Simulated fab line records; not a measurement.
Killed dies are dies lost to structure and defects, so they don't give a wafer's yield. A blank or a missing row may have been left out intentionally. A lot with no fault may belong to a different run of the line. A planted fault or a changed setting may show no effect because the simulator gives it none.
Check of tool commonality | flow n5Finfet | 8 lots and 24 wafers in the sample

REASON FOR OPENING
At N5_BEOL_M4_RC_MEAS_101 the reading VT_N_LONG is flagged on 1 of 8 lots. Wafers without a fault read 274.6 mV, standard deviation 2.2.
Rule: a lot is flagged when every wafer of it that has a number lies more than 4 standard deviations from that mean, or none has a number. All remaining lots are regarded as sound.

lot  | measured     | on        | VT_N_LONG (mV), wafer by wafer | flag
L901 | day 8 23:57  | prober-01 | 272.7 276.1 272.1              | 
L903 | day 9 06:08  | prober-01 | 269.9 271.3 270.3              | 
L905 | day 9 15:37  | prober-02 | 275.0 277.0 272.9              | 
L910 | day 11 05:25 | prober-01 | 478.2 479.4 477.2              | FLAGGED
L914 | day 12 04:37 | prober-01 | 275.3 274.4 276.9              | 
L917 | day 12 10:37 | prober-02 | 274.1 276.9 275.2              | 
L916 | day 12 11:53 | prober-01 | 273.9 274.0 272.5              | 
L922 | day 13 18:08 | prober-01 | 275.4 274.5 274.4              | 
The numbers of the flagged lots are 478.3 mV on average: +203.7 mV against the usual, or +93 standard deviations.

EACH LOT AND THE TOOL IT RAN ON
The record holds 3 process steps before the reading, out of a route of 1938 steps. Read each cell as the tool, then ch plus the chambers that the sampled wafers visited, then the start.
lot  | flag    | N5_HKMG_FIN_DESCUM_17            | N5_HKMG_FIN_ETCH_35              | N5_HKMG_FIN_STRIP_92
L901 |         | rieDiel-05 ch 0,1, day 4 16:08   | rieDiel-05 ch 0,1, day 4 16:27   | rieDiel-05 ch 0,1, day 4 16:35
L903 |         | rieDiel-06 ch 0,3, day 5 02:02   | rieDiel-06 ch 0,3, day 5 02:21   | rieDiel-06 ch 0,3, day 5 02:29
L905 |         | rieDiel-01 ch 0,1,3, day 5 20:25 | rieDiel-01 ch 0,1,3, day 5 20:43 | rieDiel-01 ch 0,1,3, day 5 20:52
L910 | FLAGGED | rieDiel-05 ch 1,2,3, day 6 23:04 | rieDiel-05 ch 1,2,3, day 6 23:22 | rieDiel-05 ch 1,2,3, day 6 23:31
L914 |         | rieDiel-05 ch 0,1,3, day 7 23:41 | rieDiel-05 ch 0,1,3, day 7 23:59 | rieDiel-05 ch 0,1,3, day 8 00:08
L917 |         | rieDiel-06 ch 0,1,2, day 8 14:00 | rieDiel-06 ch 0,1,2, day 8 14:18 | rieDiel-06 ch 0,1,2, day 8 14:27
L916 |         | rieDiel-06 ch 0,1,2, day 8 07:37 | rieDiel-06 ch 0,1,2, day 8 07:55 | rieDiel-06 ch 0,1,2, day 8 08:04
L922 |         | rieDiel-06 ch 1,3, day 9 23:34   | rieDiel-06 ch 1,3, day 9 23:52   | rieDiel-06 ch 1,3, day 10 00:01
What these steps do:
- N5_HKMG_FIN_DESCUM_17: chemistry O2, time 7.9 s.
- N5_HKMG_FIN_ETCH_35: etches SOC in N2/H2, target depth 215.8 nm, time 243.4 s.
- N5_HKMG_FIN_STRIP_92: strips SOC in N2/H2, time 20 s.
- N5_BEOL_M4_RC_MEAS_101

FLAGGED AGAINST TOTAL, ONE TOOL AT A TIME (gauges that did the reading follow at the end)
step                   | tool       | lots run | flagged | share of the flagged lots | sound lots run after its first flagged lot
N5_HKMG_FIN_DESCUM_17  | rieDiel-01 | 1        | 0       | none                      | -
N5_HKMG_FIN_DESCUM_17  | rieDiel-05 | 3        | 1       | all                       | 1 (L914)
N5_HKMG_FIN_DESCUM_17  | rieDiel-06 | 4        | 0       | none                      | -
N5_HKMG_FIN_ETCH_35    | rieDiel-01 | 1        | 0       | none                      | -
N5_HKMG_FIN_ETCH_35    | rieDiel-05 | 3        | 1       | all                       | 1 (L914)
N5_HKMG_FIN_ETCH_35    | rieDiel-06 | 4        | 0       | none                      | -
N5_HKMG_FIN_STRIP_92   | rieDiel-01 | 1        | 0       | none                      | -
N5_HKMG_FIN_STRIP_92   | rieDiel-05 | 3        | 1       | all                       | 1 (L914)
N5_HKMG_FIN_STRIP_92   | rieDiel-06 | 4        | 0       | none                      | -
N5_BEOL_M4_RC_MEAS_101 | prober-01  | 6        | 1       | all                       | 3 (L914,L916,L922)
N5_BEOL_M4_RC_MEAS_101 | prober-02  | 2        | 0       | none                      | -

WHAT THE TABLE ALLOWS
4 rows of the table ran every flagged lot: rieDiel-05 at N5_HKMG_FIN_DESCUM_17, rieDiel-05 at N5_HKMG_FIN_ETCH_35, rieDiel-05 at N5_HKMG_FIN_STRIP_92, prober-01 at N5_BEOL_M4_RC_MEAS_101.
- rieDiel-05 at N5_HKMG_FIN_DESCUM_17: 1 of its 3 lots flagged. Sound lots ran on it after the first flagged one (L914), which a lasting fault on the whole tool wouldn't allow.
- rieDiel-05 at N5_HKMG_FIN_ETCH_35: 1 of its 3 lots flagged. Sound lots ran on it after the first flagged one (L914), which a lasting fault on the whole tool wouldn't allow. On the flagged lots its readings are blank where sound lots have values: biasW, chamberPressureMTorr, drypumpMotorCurrentA, oesProductAu and 4 more.
- rieDiel-05 at N5_HKMG_FIN_STRIP_92: 1 of its 3 lots flagged. Sound lots ran on it after the first flagged one (L914), which a lasting fault on the whole tool wouldn't allow.
- prober-01 at N5_BEOL_M4_RC_MEAS_101: 1 of its 6 lots flagged. Sound lots ran on it after the first flagged one (L914, L916, L922), which a lasting fault on the whole tool wouldn't allow.
Not one row of the table ran every flagged lot while running no sound lot after the first.

WHAT THE SIMULATOR HAD INSERTED
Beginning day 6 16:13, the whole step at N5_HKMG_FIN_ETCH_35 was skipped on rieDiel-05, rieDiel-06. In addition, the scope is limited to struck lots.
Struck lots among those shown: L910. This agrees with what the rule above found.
